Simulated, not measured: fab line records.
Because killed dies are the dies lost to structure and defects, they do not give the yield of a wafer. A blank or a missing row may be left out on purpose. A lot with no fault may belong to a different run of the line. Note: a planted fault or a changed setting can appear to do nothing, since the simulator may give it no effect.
Matching of chambers :: flow n5-finfet :: N5_PASSIVATION_PASS_ETCH_74 on rie-diel-05: 4 sister chambers
The step etches SiNx in CF4/O2, target depth 220 nm, time 110 s. 16 wafers are shown with their chamber, then 8 later ones without.

WAFERS, EACH WITH ITS CHAMBER
wafer: L076.1
chamber: 2
showerhead-plenum-p-Torr (Torr): 2.22
drypump-motor-current-A (A): 5.9
rf-vpp-V (V): 232

wafer: L076.2
chamber: 0
showerhead-plenum-p-Torr (Torr): 2.17
drypump-motor-current-A (A): 5.8
rf-vpp-V (V): 246

wafer: L076.3
chamber: 3
showerhead-plenum-p-Torr (Torr): 2.15
drypump-motor-current-A (A): 6.4
rf-vpp-V (V): 243

wafer: L076.4
chamber: 1
showerhead-plenum-p-Torr (Torr): 2.26
drypump-motor-current-A (A): 5.6
rf-vpp-V (V): 235

wafer: L076.5
chamber: 2
showerhead-plenum-p-Torr (Torr): 2.22
drypump-motor-current-A (A): 5.9
rf-vpp-V (V): 233

wafer: L076.6
chamber: 1
showerhead-plenum-p-Torr (Torr): 2.26
drypump-motor-current-A (A): 5.7
rf-vpp-V (V): 235

wafer: L078.1
chamber: 3
showerhead-plenum-p-Torr (Torr): 2.15
drypump-motor-current-A (A): 6.4
rf-vpp-V (V): 241

wafer: L078.5
chamber: 3
showerhead-plenum-p-Torr (Torr): 2.15
drypump-motor-current-A (A): 6.3
rf-vpp-V (V): 241

wafer: L078.6
chamber: 2
showerhead-plenum-p-Torr (Torr): 2.21
drypump-motor-current-A (A): 5.9
rf-vpp-V (V): 234

wafer: L079.2
chamber: 1
showerhead-plenum-p-Torr (Torr): 2.26
drypump-motor-current-A (A): 5.7
rf-vpp-V (V): 236

wafer: L079.4
chamber: 3
showerhead-plenum-p-Torr (Torr): 2.15
drypump-motor-current-A (A): 6.4
rf-vpp-V (V): 242

wafer: L079.6
chamber: 1
showerhead-plenum-p-Torr (Torr): 2.26
drypump-motor-current-A (A): 5.7
rf-vpp-V (V): 234

wafer: L083.1
chamber: 3
showerhead-plenum-p-Torr (Torr): 2.15
drypump-motor-current-A (A): 6.4
rf-vpp-V (V): 241

wafer: L083.3
chamber: 0
showerhead-plenum-p-Torr (Torr): 2.17
drypump-motor-current-A (A): 5.9
rf-vpp-V (V): 247

wafer: L083.5
chamber: 2
showerhead-plenum-p-Torr (Torr): 2.21
drypump-motor-current-A (A): 5.9
rf-vpp-V (V): 232

wafer: L087.1
chamber: 0
showerhead-plenum-p-Torr (Torr): 2.17
drypump-motor-current-A (A): 5.8
rf-vpp-V (V): 247

SIGNATURES (means of the wafers above)
reading: showerhead-plenum-p-Torr
chamber 0: 2.1700
chamber 1: 2.2600
chamber 2: 2.2150
chamber 3: 2.1500
scatter within a chamber: 0.00289

reading: drypump-motor-current-A
chamber 0: 5.833
chamber 1: 5.675
chamber 2: 5.900
chamber 3: 6.380
scatter within a chamber: 0.043

reading: rf-vpp-V
chamber 0: 246.67
chamber 1: 235.00
chamber 2: 232.75
chamber 3: 241.60
scatter within a chamber: 0.847
Rule: distance of a wafer from a chamber = root of the sum over the readings of ((wafer's reading minus chamber's mean) / reading's scatter) squared. If the next closest chamber is less than 2 further off than the closest, the wafer can't be placed; otherwise it belongs to the closest. The scatter: take each reading less its chamber's mean, square it, sum over the shown wafers, divide by the number of wafers less the number of chambers, and take the root.

WAFERS WITHOUT THEIR CHAMBER
wafer: L087.4
showerhead-plenum-p-Torr (Torr): 2.14
drypump-motor-current-A (A): 6.4
rf-vpp-V (V): 241

wafer: L087.5
showerhead-plenum-p-Torr (Torr): 2.17
drypump-motor-current-A (A): 5.9
rf-vpp-V (V): 246

wafer: L090.3
showerhead-plenum-p-Torr (Torr): 2.16
drypump-motor-current-A (A): 5.9
rf-vpp-V (V): 247

wafer: L090.5
showerhead-plenum-p-Torr (Torr): 2.16
drypump-motor-current-A (A): 5.8
rf-vpp-V (V): 246

wafer: L090.6
showerhead-plenum-p-Torr (Torr): 2.25
drypump-motor-current-A (A): 5.7
rf-vpp-V (V): 235

wafer: L096.1
showerhead-plenum-p-Torr (Torr): 2.16
drypump-motor-current-A (A): 5.9
rf-vpp-V (V): 249

wafer: L096.2
showerhead-plenum-p-Torr (Torr): 2.25
drypump-motor-current-A (A): 5.6
rf-vpp-V (V): 234

wafer: L096.3
showerhead-plenum-p-Torr (Torr): 2.20
drypump-motor-current-A (A): 5.9
rf-vpp-V (V): 233

CHAMBER TAKEN BY EACH
wafer: L087.4
from the rows above: 3
in truth: 3

wafer: L087.5
from the rows above: 0
in truth: 0

wafer: L090.3
from the rows above: 0
in truth: 0

wafer: L090.5
from the rows above: 0
in truth: 0

wafer: L090.6
from the rows above: 1
in truth: 1

wafer: L096.1
from the rows above: 0
in truth: 0

wafer: L096.2
from the rows above: 1
in truth: 1

wafer: L096.3
from the rows above: 2
in truth: 2
8 of 8 placed correctly. Number that these rows cannot place: 0. Number placed wrongly: 0.
